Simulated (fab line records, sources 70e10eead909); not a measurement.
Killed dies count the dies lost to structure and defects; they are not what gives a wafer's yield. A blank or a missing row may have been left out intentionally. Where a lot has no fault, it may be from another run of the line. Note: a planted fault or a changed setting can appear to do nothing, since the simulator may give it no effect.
Comparing a struck lot with a sound one ; flow nand-harc ; 14 steps out of a route of 1302
Sound: the wafers L376.1, L376.2, L376.3. Struck: wafer L385.3. At the end, the cause is stated.
Order at every step that has rows: each side's tool, ch and its chambers, its first start. Under that, the readings that differ: sound wafers ; struck wafers ; difference of the means ; sigmas: that difference in standard deviations of wafers without a fault.
alike: a reading whose means differ by less than 2 such deviations, as well as words and numbers matching on both sides. not compared: withheld readings; readings where some wafer has no value; bounds like >300 that might hide an equal value; numbers whose values overlap and for which the record gives no deviation.
The two part at a step that has a row with sigmas, a row that says differs or no value, or rows on one side only. Numbers that don't overlap but have no deviation are shown without sigmas and don't part them. A reading missing from all wafers of one side parts the sides only when that side holds two or more wafers.

NHARC_P_CONTACT_DESCUM_17: chemistry O2, time 3 s.
  sound on rie-diel-10 ch 0,2,3, day 8 08:16; struck on rie-diel-02 ch 2, day 12 02:47
reading;sound;struck;difference;sigmas
rf-vpp-V (V);57.7 57.8 56.8;55.5;-1.9;-2
  alike: drypump-motor-current-A, oes-product-au, showerhead-plenum-p-Torr, throttle-valve-pct
  not compared: rf-hours-counter-h
NHARC_P_CONTACT_ETCH_35: etches the open film in CF4, target depth 39 nm, time 65 s.
  sound on rie-diel-10 ch 1,2,3, day 8 08:21; struck on rie-diel-02 ch 0, day 12 02:52
reading;sound;struck;difference;sigmas
oes-product-au (a.u.);1.006 1.016 1.010;0.985;-0.026;-3
  alike: drypump-motor-current-A, rf-vpp-V, showerhead-plenum-p-Torr, throttle-valve-pct
  not compared: rf-hours-counter-h
then, 3 steps without rows for these wafers: NHARC_P_CONTACT_ETCH_36 (etches the open film in N2/H2, target depth 260 nm, time 406.25 s); NHARC_P_CONTACT_ETCH_18 (etches the open film in C4F8/O2/Ar, target depth 481 nm, time 240.5 s); NHARC_P_CONTACT_STRIP_37 (strips in C4F8/O2/Ar).
NHARC_P_CONTACT_ETCH_31: etches the open film in CH3F/O2, target depth 30 nm, time 85.7 s.
  sound on rie-diel-10 ch 0,1,2; struck on rie-diel-02 ch 0
reading;sound;struck;difference;sigmas
rf-hours-counter-h (h);4.0 4.2 5.7;3.3;-1.3;
throttle-valve-pct (%);20.661 20.659 20.669;20.639;-0.024;-3
  alike: ch3f-flow-sccm, drypump-motor-current-A, oes-product-au, rf-vpp-V, showerhead-plenum-p-Torr
NHARC_P_CONTACT_CD_MEAS_19:
  sound on cd-sem-02, day 8 09:08; struck on cd-sem-03, day 12 03:40
  alike: cd-nm
then, 2 steps without rows for these wafers: NHARC_P_CONTACT_STRIP_28 (strips in O2); NHARC_P_CONTACT_STRIP_29 (strips in post etch residue remover, time 1200 s).
NHARC_P_CONTACT_DEGAS_38: time 60 s.
  sound on pvd-sputter-01, day 8 09:53; struck on pvd-sputter-02, day 12 04:25
  alike: heater-power-w
then, 1 step without rows for these wafers: NHARC_P_CONTACT_PRE_CLEAN_39 (time 19.5 s).
NHARC_P_CONTACT_PVD_32: deposits Ti, target thk 5 nm, time 17.7 s.
  sound on pvd-sputter-01; struck on pvd-sputter-02
reading;sound;struck;difference;sigmas
cathode-dc-power-W (W);5000.2 4999.7 4998.2;5001.6;+2.2;+2
  alike: substrate-temp-c, throttle-valve-pct
NHARC_P_CONTACT_ALD_22: deposits TiN, target thk 3 nm, pulse time 1 s, ald cycles 150.
  sound on ald-metal-04 ch 1,2,3, day 8 10:07; struck on ald-metal-04 ch 0, day 12 04:43
reading;sound;struck;difference;sigmas
ald-cycles;150 150 150;65;-85;
  alike: heater-power-w, precursor-pulse-height-rel
then, 1 step without rows for these wafers: NHARC_P_CONTACT_CVD_23 (deposits W, target thk 200 nm, time 557 s).

== WHERE THEY PART ==
Last at NHARC_P_CONTACT_PVD_32 as far as this record goes, first at NHARC_P_CONTACT_DESCUM_17. Later steps at which nothing parts them and some readings are alike: NHARC_P_CONTACT_ALD_22.

WHY: the cause the simulator had injected
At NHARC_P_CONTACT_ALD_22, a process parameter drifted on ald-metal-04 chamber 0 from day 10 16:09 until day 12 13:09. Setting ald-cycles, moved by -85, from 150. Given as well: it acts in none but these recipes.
